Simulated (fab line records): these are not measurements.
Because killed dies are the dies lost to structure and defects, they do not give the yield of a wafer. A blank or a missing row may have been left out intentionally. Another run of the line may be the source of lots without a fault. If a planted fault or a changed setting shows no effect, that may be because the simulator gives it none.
Matching of chambers :: flow n5_finfet :: N5_FIN_SAQP_STRIP_70 on rie_diel-02: 4 sister chambers
The step strips in N2/H2. 8 wafers are shown with their chamber, then 9 later ones without.

## WAFERS PAIRED WITH THEIR CHAMBERS
wafer: L085.2
chamber: 2
showerhead_plenum_p_Torr (Torr): 3.52
oes_product_au (a.u.): 0.83

wafer: L085.4
chamber: 3
showerhead_plenum_p_Torr (Torr): 3.45
oes_product_au (a.u.): 0.97

wafer: L085.6
chamber: 1
showerhead_plenum_p_Torr (Torr): 3.20
oes_product_au (a.u.): 0.69

wafer: L086.4
chamber: 2
showerhead_plenum_p_Torr (Torr): 3.52
oes_product_au (a.u.): 0.83

wafer: L086.5
chamber: 0
showerhead_plenum_p_Torr (Torr): 3.24
oes_product_au (a.u.): 0.75

wafer: L087.1
chamber: 0
showerhead_plenum_p_Torr (Torr): 3.24
oes_product_au (a.u.): 0.75

wafer: L087.2
chamber: 3
showerhead_plenum_p_Torr (Torr): 3.45
oes_product_au (a.u.): 0.95

wafer: L087.3
chamber: 1
showerhead_plenum_p_Torr (Torr): 3.19
oes_product_au (a.u.): 0.69

## WAFERS MISSING THEIR CHAMBER
wafer: L093.2
showerhead_plenum_p_Torr (Torr): 3.44
oes_product_au (a.u.): 0.92

wafer: L093.3
showerhead_plenum_p_Torr (Torr): 3.23
oes_product_au (a.u.): 0.74

wafer: L093.6
showerhead_plenum_p_Torr (Torr): 3.51
oes_product_au (a.u.): 0.81

wafer: L094.3
showerhead_plenum_p_Torr (Torr): 3.59
oes_product_au (a.u.): 0.96

wafer: L094.4
showerhead_plenum_p_Torr (Torr): 3.23
oes_product_au (a.u.): 0.74

wafer: L094.5
showerhead_plenum_p_Torr (Torr): 3.44
oes_product_au (a.u.): 0.91

wafer: L097.1
showerhead_plenum_p_Torr (Torr): 3.44
oes_product_au (a.u.): 0.89

wafer: L097.3
showerhead_plenum_p_Torr (Torr): 3.22
oes_product_au (a.u.): 0.74

wafer: L097.6
showerhead_plenum_p_Torr (Torr): 3.44
oes_product_au (a.u.): 0.90

## CHAMBER TAKEN BY EACH
wafer: L093.2
from the rows above: 3
in truth: 3

wafer: L093.3
from the rows above: 0
in truth: 0

wafer: L093.6
from the rows above: 2
in truth: 2

wafer: L094.3
from the rows above: 2
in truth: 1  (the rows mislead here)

wafer: L094.4
from the rows above: 0
in truth: 0

wafer: L094.5
from the rows above: 3
in truth: 3

wafer: L097.1
from the rows above: 3
in truth: 3

wafer: L097.3
from the rows above: 0
in truth: 0

wafer: L097.6
from the rows above: 3
in truth: 3
8 of 9 placed correctly. Not placeable from these rows: 0. 1 placed wrongly.
How it was worked out, from the rows above alone: a wafer's distance from a chamber is the root of the sum, over the readings, of the square of ((its reading less the chamber's mean) divided by the reading's scatter). The wafer belongs to the nearest chamber; if the next one is less than 2 further off, it can't be placed. The mean given for a chamber averages the wafers shown for that chamber. The scatter: take each reading less its chamber's mean, square it, sum over the shown wafers, divide by the number of wafers less the number of chambers, and take the root.
